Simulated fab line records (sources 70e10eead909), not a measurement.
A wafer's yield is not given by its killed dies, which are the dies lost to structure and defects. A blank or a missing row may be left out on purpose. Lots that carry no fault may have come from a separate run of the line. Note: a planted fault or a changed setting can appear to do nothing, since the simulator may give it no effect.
Struck lot and sound lot, side by side -- flow nandHarc -- 14 out of 1302 route steps
Sound: the wafers L588.1, L588.4, L588.6. The struck wafers were L583.1, L583.4, L583.5. The cause is named last.
For every step that has rows: the tool of each side, followed by ch and its chambers, followed by its first start. Under that, the readings that differ: sound wafers -- struck wafers -- difference of the means -- sigmas: that difference in standard deviations of wafers without a fault.
alike: words and numbers the same on both sides, and readings whose means are apart by under 2 such deviations; not compared: readings that were withheld, readings missing a value for some wafer, numbers with overlapping values and no deviation given by the record, and bounds like >300 which may hide the same value.
Wherever a step has rows on one side only, a row that says differs or no value, or a row with sigmas, the two part there. Non-overlapping numbers with no deviation appear without sigmas and do not part them. A reading that every wafer of one side lacks parts them only if that side has two wafers or more.

first, 4 steps without rows for these wafers: NHARC_P_BONDPAD_EBR_05; NHARC_P_BONDPAD_EXPOSE_06 (exposes mask P BPAD); NHARC_P_BONDPAD_PEB_07 (peb time 80 s); NHARC_P_BONDPAD_DEVELOP_08 (time 50 s).
NHARC_P_BONDPAD_CD_MEAS_09: the cd target is 500 nm.
  sound on cdSem-03 ch 0, day 13 13:56; struck on cdSem-02 ch 0, day 11 04:47
  alike: cdNm
NHARC_P_BONDPAD_OVL_MEAS_38:
  sound on overlay-01 at day 13 14:01; struck on overlay-02 at day 11 04:52
reading,sound,struck,difference,sigmas
overlayXNm (nm),-8 -7 -7,9 9 9,+16,+3
  alike: overlayYNm
then, 1 step without rows for these wafers: NHARC_P_BONDPAD_HARDBAKE_10 (time 65 s).
NHARC_P_BONDPAD_DESCUM_11: chemistry O2, time 3 s.
  sound on rieDiel-09 ch 1,2,3, day 13 14:10; struck on rieDiel-13 ch 0,1,3, day 11 05:01
  alike: drypumpMotorCurrentA, oesProductAu, rfVppV, showerheadPlenumPTorr, throttleValvePct
  not compared: rfHoursCounterH
NHARC_P_BONDPAD_ETCH_37: etches the open film in N2/H2, target depth 60 nm, overetch 18 nm, time 65.91 s.
  sound on rieDiel-09 ch 0,2,3, day 13 14:14; struck on rieDiel-13 ch 2,3, day 11 05:05
  alike: drypumpMotorCurrentA, oesProductAu, rfFwdPowerW, rfVppV, showerheadPlenumPTorr, throttleValvePct
  not compared: rfHoursCounterH
NHARC_P_BONDPAD_ETCH_12: etches the open film in CHF3/O2, target depth 200 nm, time 100 s.
  sound on rieDiel-09 ch 0,1; struck on rieDiel-13 ch 0,1
  alike: drypumpMotorCurrentA, oesProductAu, rfFwdPowerW, rfVppV, showerheadPlenumPTorr, throttleValvePct
  not compared: rfHoursCounterH
NHARC_P_BONDPAD_CD_MEAS_13:
  sound on cdSem-01 at day 13 14:27; struck on cdSem-03 at day 11 05:18
  alike: cdNm
NHARC_P_BONDPAD_STRIP_15: strips in O2.
  sound on rieDiel-09 ch 0,2,3, day 13 14:32; struck on rieDiel-07 ch 0,1,2, day 11 05:23
reading,sound,struck,difference,sigmas
oesProductAu (a.u.),0.991 0.993 0.986,1.005 1.001 1.026,+0.021,+2
  alike: drypumpMotorCurrentA, rfVppV, showerheadPlenumPTorr, throttleValvePct
  not compared: rfHoursCounterH
NHARC_P_BONDPAD_ETCH_24: etches the open film in CF4/N2, target depth 30 nm, time 72.99 s.
  sound on rieDiel-09 ch 0,3, day 13 14:41; struck on rieDiel-07 ch 1,3, day 11 05:32
reading,sound,struck,difference,sigmas
oesProductAu (a.u.),1.003 1.000 1.000,0.740 0.761 0.763,-0.246,-31
rfFwdPowerW (W),298.3 298.9 298.6,175.6 176.6 175.2,-122.8,-99 or more
  alike: drypumpMotorCurrentA, rfVppV, showerheadPlenumPTorr, throttleValvePct
  not compared: rfHoursCounterH
then, 1 step without rows for these wafers: NHARC_P_BONDPAD_STRIP_16 (strips in post etch residue remover, time 600 s).

== WHERE THEY PART ==
Earliest at NHARC_P_BONDPAD_OVL_MEAS_38; latest, in this record, at NHARC_P_BONDPAD_ETCH_24.

WHY: what the simulator had put in
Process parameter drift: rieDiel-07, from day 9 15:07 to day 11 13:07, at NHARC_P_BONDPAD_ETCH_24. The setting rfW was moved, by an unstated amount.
